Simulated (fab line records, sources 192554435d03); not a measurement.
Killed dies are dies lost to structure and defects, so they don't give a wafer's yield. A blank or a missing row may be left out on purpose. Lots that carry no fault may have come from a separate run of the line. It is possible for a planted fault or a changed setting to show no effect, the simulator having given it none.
The same fault as seen by 2 desks | flow n5Finfet | each desk has only its own numbers; what lay behind them comes last

## FROM THE METROLOGY DESK
Lot by lot, what the gauges showed, no matter which tool ran the lot: averages of those sampled wafers that carry a number. Any lot whose mean is over 4 standard deviations away from the usual mean is out of limits and marked OUT; that distance is given in the brackets. 7 of its 12 readings are shown, namely those furthest out on some lot.
Columns: A = DIBL_N at N5_BEOL_M4_RC_MEAS_101, usual 36.4 mV/V; B = DIBL_P at N5_BEOL_M4_RC_MEAS_101, usual 36.3 mV/V; C = IOFF_N at N5_BEOL_M4_RC_MEAS_101, usual 0.163 nA/um; D = IOFF_P at N5_BEOL_M4_RC_MEAS_101, usual 0.21 nA/um; E = ION_N at N5_BEOL_M4_RC_MEAS_101, usual 673 uA/um; F = ION_P at N5_BEOL_M4_RC_MEAS_101, usual 461 uA/um; G = VT_P at N5_BEOL_M4_RC_MEAS_101, usual -250 mV
lot  | first seen here | A    | B    | C     | D    | E   | F   | G
L677 | day 5 19:19     | 36.0 | 36.3 | 0.162 | 0.18 | 676 | 452 | -254
L682 | day 7 06:58     | 35.8 | 36.7 | 0.163 | 0.23 | 670 | 464 | -247
L684 | day 7 12:43     | 36.6 | 36.9 | 0.177 | 0.23 | 690 | 469 | -249
L685 | day 7 22:44     | 35.5 | 34.7 | 0.145 | 0.19 | 675 | 461 | -253
L690 | day 9 02:46     | 36.1 | 34.4 | 0.145 | 0.18 | 659 | 451 | -252
L694 | day 10 01:03    | 38.9 | 38.1 | 0.186 | 0.25 | 672 | 463 | -246
L695 | day 10 12:13    | 35.4 | 35.0 | 0.142 | 0.20 | 664 | 457 | -249
L696 | day 10 18:20    | 35.2 | 31.6 | 0.128 | 0.15 | 668 | 450 | -257
L697 | day 11 01:53    | 38.1 | 36.0 | 0.174 | 0.25 | 674 | 463 | -245
This desk's verdict: no lot among the 9 shows anything out of limits.

## FOR THE TOOL OWNER'S DESK: rieDiel-06
The tool's own readings at N5_MOL_CONTACT_COAG_ETCH_67 (etches SOC in N2/H2, target depth 60 nm, overetch 21 nm, time 101.2 s): means of the sampled wafers that have a number, for each lot that ran on this tool. Any lot whose mean is over 4 standard deviations away from the usual mean is out of limits and marked OUT; that distance is given in the brackets.
Columns: A = drypumpMotorCurrentA at N5_MOL_CONTACT_COAG_ETCH_67, usual 5.6 A; B = oesProductAu at N5_MOL_CONTACT_COAG_ETCH_67, usual 0.69 a.u.; C = rfFwdPowerW at N5_MOL_CONTACT_COAG_ETCH_67, usual 835.0 W; D = rfVppV at N5_MOL_CONTACT_COAG_ETCH_67, usual 524.6 V; E = showerheadPlenumPTorr at N5_MOL_CONTACT_COAG_ETCH_67, usual 2.57 Torr; F = throttleValvePct at N5_MOL_CONTACT_COAG_ETCH_67, usual 17.8 %
lot  | first seen here | A   | B    | C               | D                | E    | F
L677 | day 5 21:11     | 5.6 | 0.66 | 834.4           | 523.2            | 2.52 | 18.1
L682 | day 7 09:26     | 5.1 | 0.67 | 834.9           | 522.6            | 2.47 | 18.0
L684 | day 7 14:52     | 5.6 | 0.64 | 900.0 (+22) OUT | 511.5 (-5.5) OUT | 2.52 | 18.1
L685 | day 8 00:44     | 5.7 | 0.62 | 903.5 (+24) OUT | 512.1 (-5.2) OUT | 2.51 | 18.1
Finding of this desk: L684, L685 out of limits; the first was L684 at day 7 14:52, on rfFwdPowerW at N5_MOL_CONTACT_COAG_ETCH_67. L677, L682: within limits.

## ALL TOGETHER
The tool owner's desk could have raised an alarm at day 7 14:52, on L684, L685.
Nothing out of limits was seen by the metrology desk.
The metrology desk holds a record of L684, L685, inside its limits.
Every lot named ran N5_MOL_CONTACT_COAG_ETCH_67 on rieDiel-06.

## WHAT THE SIMULATOR HAD PUT IN
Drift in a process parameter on rieDiel-06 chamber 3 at N5_MOL_CONTACT_COAG_ETCH_67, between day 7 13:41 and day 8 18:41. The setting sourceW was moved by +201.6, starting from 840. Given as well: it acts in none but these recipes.
Shown lots that were struck: L684, L685.
Each desk's first reading out of limits, in hours after the fault started: the tool owner's desk, 1.
